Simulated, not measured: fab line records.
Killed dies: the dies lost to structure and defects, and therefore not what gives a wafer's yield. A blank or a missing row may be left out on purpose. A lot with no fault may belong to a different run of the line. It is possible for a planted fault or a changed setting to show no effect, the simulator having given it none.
Matching of chambers | flow n5 finfet | rie diel-05 running N5_BEOL_M13_DESCUM_15: 4 sister chambers
The step chemistry O2, time 7.9 s. 4 wafers are shown with their chamber, then 7 later ones without.

== EACH WAFER AND ITS CHAMBER ==
wafer  | chamber | showerhead plenum p Torr (Torr)
L080.5 | 3       | 2.00
L084.3 | 2       | 2.22
L088.3 | 1       | 2.06
L088.4 | 0       | 2.05

== WAFERS WITH NO CHAMBER GIVEN ==
wafer  | showerhead plenum p Torr (Torr)
L088.6 | 2.05
L090.2 | 2.06
L090.5 | 1.99
L090.6 | 2.21
L093.1 | 1.99
L093.3 | 2.06
L093.4 | 2.06

== CHAMBER TAKEN BY EACH ==
wafer  | from the rows above     | in truth
L088.6 | can't be placed: 0 or 1 | 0
L090.2 | can't be placed: 1 or 0 | 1
L090.5 | 3                       | 3
L090.6 | 2                       | 2
L093.1 | 3                       | 3
L093.3 | can't be placed: 1 or 0 | 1
L093.4 | can't be placed: 1 or 0 | 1
Placed correctly: 3 of 7. Can't be placed from these rows: 4 (the true chamber is among the candidates in 4). Number placed wrongly: 0.
How it was worked out, from the rows above alone: a wafer's distance from a chamber is the root of the sum, over the readings, of the square of ((its reading less the chamber's mean) divided by the reading's scatter). If the next closest chamber is less than 2 further off than the closest, the wafer can't be placed; otherwise it belongs to the closest. For every chamber, the mean is computed from those of its wafers that are shown. The scatter: root of mean squared gap, hidden wafer to nearest shown wafer, with one shown wafer a chamber.
